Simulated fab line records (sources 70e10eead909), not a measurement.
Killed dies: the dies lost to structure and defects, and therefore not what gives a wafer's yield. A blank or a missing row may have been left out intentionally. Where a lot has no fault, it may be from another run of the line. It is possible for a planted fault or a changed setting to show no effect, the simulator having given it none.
Which tool was responsible? | flow nand harc | 14 lots with 39 wafers sampled at 5 steps, on a route of 1302 steps

== WHAT EACH GAUGE READ, for each wafer ==
NHARC_END_SORT_01.
lot  | measured     | on        | killed at array | killed at other | killed at periphery | killed dies | killed open | killed short
L916 | day 31 08:01 | prober-01 | 54              | 0               | 3                   | 57          | 4           | 2

== WHICH TOOL RAN EACH LOT (tool, then ch and the chambers of the sampled wafers, then the start) ==
lot  | NHARC_A_CHANNEL_HOLE_D2_ETCH_24  | NHARC_A_CHANNEL_HOLE_D2_ETCH_25  | NHARC_A_CHANNEL_FILL_D2_ALD_14   | NHARC_A_CHANNEL_FILL_D2_ALD_16
L901 | har etch-01 ch 0,1, day 14 02:14 | har etch-01 ch 0,1, day 14 03:01 | ald hk-01 ch 0,3, day 14 13:10   | ald hk-03 ch 0,1, day 14 18:38
L899 | har etch-01 ch 0,1, day 14 06:41 | har etch-01 ch 0,1, day 14 07:29 | ald hk-01 ch 0,1,2, day 14 17:17 | ald hk-01 ch 0,1,3, day 14 22:14
L900 | har etch-02 ch 0,1, day 14 10:22 | har etch-02 ch 0,1, day 14 11:10 | ald hk-03 ch 2,3, day 14 20:53   | ald hk-03 ch 0,2, day 15 02:05
L902 | har etch-02 ch 0,1, day 15 03:44 | har etch-02 ch 0,1, day 15 04:29 | ald hk-01 ch 1,2,3, day 15 14:34 | ald hk-03 ch 0,1,3, day 15 19:48
L905 | har etch-01 ch 0, day 16 00:10   | har etch-01 ch 0, day 16 00:56   | ald hk-03 ch 1,2, day 16 12:06   | ald hk-03 ch 0,1,2, day 16 17:07
L904 | har etch-02 ch 0,1, day 16 00:15 | har etch-02 ch 0,1, day 16 01:02 | ald hk-02 ch 0,1,3, day 16 11:46 | ald hk-01 ch 2,3, day 16 17:07
L907 | har etch-02 ch 0,1, day 16 17:31 | har etch-02 ch 0,1, day 16 18:18 | ald hk-03 ch 0,1,3, day 17 04:26 | ald hk-03 ch 1,2, day 17 09:31
L906 | har etch-01 ch 0,1, day 16 18:11 | har etch-01 ch 0,1, day 16 18:57 | ald hk-01 ch 1,2, day 17 04:22   | ald hk-02 ch 0,2,3, day 17 09:34
L908 | har etch-01 ch 0,1, day 17 17:21 | har etch-01 ch 0,1, day 17 18:10 | ald hk-01 ch 0,2,3, day 18 05:25 | ald hk-02 ch 1,3, day 18 13:38
L909 | har etch-01 ch 0,1, day 18 01:52 | har etch-01 ch 0,1, day 18 02:40 | ald hk-02 ch 0,1, day 18 13:50   | ald hk-02 ch 1,2,3, day 18 19:07
L916 | har etch-02 ch 0,1, day 20 12:24 | har etch-02 ch 0,1, day 20 13:13 | ald hk-02 ch 2,3, day 20 22:56   | ald hk-03 ch 0,1, day 21 04:06
L917 | har etch-01 ch 0, day 21 01:57   | har etch-01 ch 0, day 21 02:42   | ald hk-01 ch 1,3, day 21 13:53   | ald hk-03 ch 2,3, day 21 19:07
L918 | har etch-02 ch 0,1, day 21 14:05 | har etch-02 ch 0,1, day 21 14:51 | ald hk-03 ch 0,1, day 22 00:55   | ald hk-03 ch 1, day 22 06:01
L921 | har etch-02 ch 0,1, day 22 18:17 | har etch-02 ch 0,1, day 22 19:03 | ald hk-03 ch 0,1,3, day 23 05:34 | ald hk-01 ch 0,1,3, day 23 11:19
- NHARC_A_CHANNEL_HOLE_D2_ETCH_24: etches the open film in C4F8/O2/Ar, time 906.2 s, target depth 1500 nm.
- NHARC_A_CHANNEL_HOLE_D2_ETCH_25: etches the open film in C4F8/O2/Ar, time 1040.2 s, target depth 1500 nm.
- NHARC_A_CHANNEL_FILL_D2_ALD_14: deposits SiO2, target thk 2.5 nm, pulse time 10 s, ald cycles 25.
- NHARC_A_CHANNEL_FILL_D2_ALD_16: deposits SiO2, target thk 1.5 nm, pulse time 10 s, ald cycles 15.

== AS READ BY THE TOOLS THEMSELVES (means over the sampled wafers that have a number; for cases with no such wafer, the mark the record gives instead) ==
NHARC_A_CHANNEL_HOLE_D2_ETCH_24.
lot  | tool        | drypump motor current A (A) | showerhead plenum p Torr (Torr) | throttle valve pct (%)
L901 | har etch-01 | 6.5                         | 3.64                            | 32.233
L899 | har etch-01 | 6.5                         | 3.64                            | 32.228
L900 | har etch-02 | 5.8                         | 3.79                            | 32.228
L902 | har etch-02 | 5.8                         | 3.79                            | 32.244
L905 | har etch-01 | 6.4                         | 3.67                            | 32.231
L904 | har etch-02 | 5.7                         | 3.84                            | 32.243
L907 | har etch-02 | 5.7                         | 3.84                            | 32.239
L906 | har etch-01 | 6.4                         | 3.64                            | 32.233
L908 | har etch-01 | 6.4                         | 3.64                            | 32.240
L909 | har etch-01 | 6.5                         | 3.63                            | 32.241
L916 | har etch-02 | 5.7                         | 3.78                            | 32.224
L917 | har etch-01 | 6.4                         | 3.63                            | 32.238
L918 | har etch-02 | 5.8                         | 3.77                            | 32.240
L921 | har etch-02 | 5.7                         | 3.79                            | 32.232

NHARC_A_CHANNEL_HOLE_D2_ETCH_25.
lot  | tool        | drypump motor current A (A) | showerhead plenum p Torr (Torr) | throttle valve pct (%)
L901 | har etch-01 | 6.5                         | 3.64                            | 32.237
L899 | har etch-01 | 6.5                         | 3.64                            | 32.234
L900 | har etch-02 | 5.8                         | 3.79                            | 32.239
L902 | har etch-02 | 5.8                         | 3.79                            | 32.235
L905 | har etch-01 | 6.4                         | 3.67                            | 32.231
L904 | har etch-02 | 5.7                         | 3.84                            | 32.227
L907 | har etch-02 | 5.7                         | 3.84                            | 32.235
L906 | har etch-01 | 6.4                         | 3.64                            | 32.234
L908 | har etch-01 | 6.5                         | 3.63                            | 32.226
L909 | har etch-01 | 6.5                         | 3.63                            | 32.239
L916 | har etch-02 | 5.8                         | 3.78                            | 32.216
L917 | har etch-01 | 6.3                         | 3.63                            | 32.240
L918 | har etch-02 | 5.8                         | 3.77                            | 32.233
L921 | har etch-02 | 5.7                         | 3.79                            | 32.232

NHARC_A_CHANNEL_FILL_D2_ALD_14.
lot  | tool      | heater power w (W) | precursor pulse height rel
L901 | ald hk-01 | 465                | 0.996
L899 | ald hk-01 | 505                | 1.001
L900 | ald hk-03 | 452                | 1.016
L902 | ald hk-01 | 485                | 0.982
L905 | ald hk-03 | 445                | 1.003
L904 | ald hk-02 | 450                | 0.989
L907 | ald hk-03 | 484                | 1.002
L906 | ald hk-01 | 485                | 0.993
L908 | ald hk-01 | 505                | 1.026
L909 | ald hk-02 | 459                | 0.984
L916 | ald hk-02 | 408                | 0.986
L917 | ald hk-01 | 434                | 0.999
L918 | ald hk-03 | 471                | 0.980
L921 | ald hk-03 | 486                | 0.995

NHARC_A_CHANNEL_FILL_D2_ALD_16.
lot  | tool      | heater power w (W) | precursor pulse height rel
L901 | ald hk-03 | 459                | 0.997
L899 | ald hk-01 | 468                | 0.982
L900 | ald hk-03 | 438                | 0.994
L902 | ald hk-03 | 487                | 1.001
L905 | ald hk-03 | 451                | 1.000
L904 | ald hk-01 | 521                | 1.008
L907 | ald hk-03 | 449                | 1.002
L906 | ald hk-02 | 422                | 1.022
L908 | ald hk-02 | 441                | 1.022
L909 | ald hk-02 | 435                | 1.003
L916 | ald hk-03 | 473                | 0.978
L917 | ald hk-03 | 468                | 0.994
L918 | ald hk-03 | 461                | 1.016
L921 | ald hk-01 | 464                | 0.998

== THE ANSWER, worked out from the rows above alone ==
Rule: what is usual is taken from the lots themselves. Put in order of their means at a reading, lots are off if they are a third of the lots or fewer, leave a main group of 4 or more, and stand apart from it by a gap of 3 or more times the standard deviation of the main group's means; of several such gaps the widest counts. The tables above print the reading to a certain number of digits; a main group whose means all agree to those digits is not used. Also off: a lot with no number at a reading for which 4 or more lots have one. Where the step has rows for the other lots, those lots are counted as sound. First the gauges in route order, then the tools' own readings, where a lot's mean is used as printed above. The first step at which some lot is off is used, and at that step the reading that is off furthest; a lot without a number counts as furthest.
Nothing can be told from this: no lot is off at any reading shown.

== WHAT THE SIMULATOR HAD PUT IN ==
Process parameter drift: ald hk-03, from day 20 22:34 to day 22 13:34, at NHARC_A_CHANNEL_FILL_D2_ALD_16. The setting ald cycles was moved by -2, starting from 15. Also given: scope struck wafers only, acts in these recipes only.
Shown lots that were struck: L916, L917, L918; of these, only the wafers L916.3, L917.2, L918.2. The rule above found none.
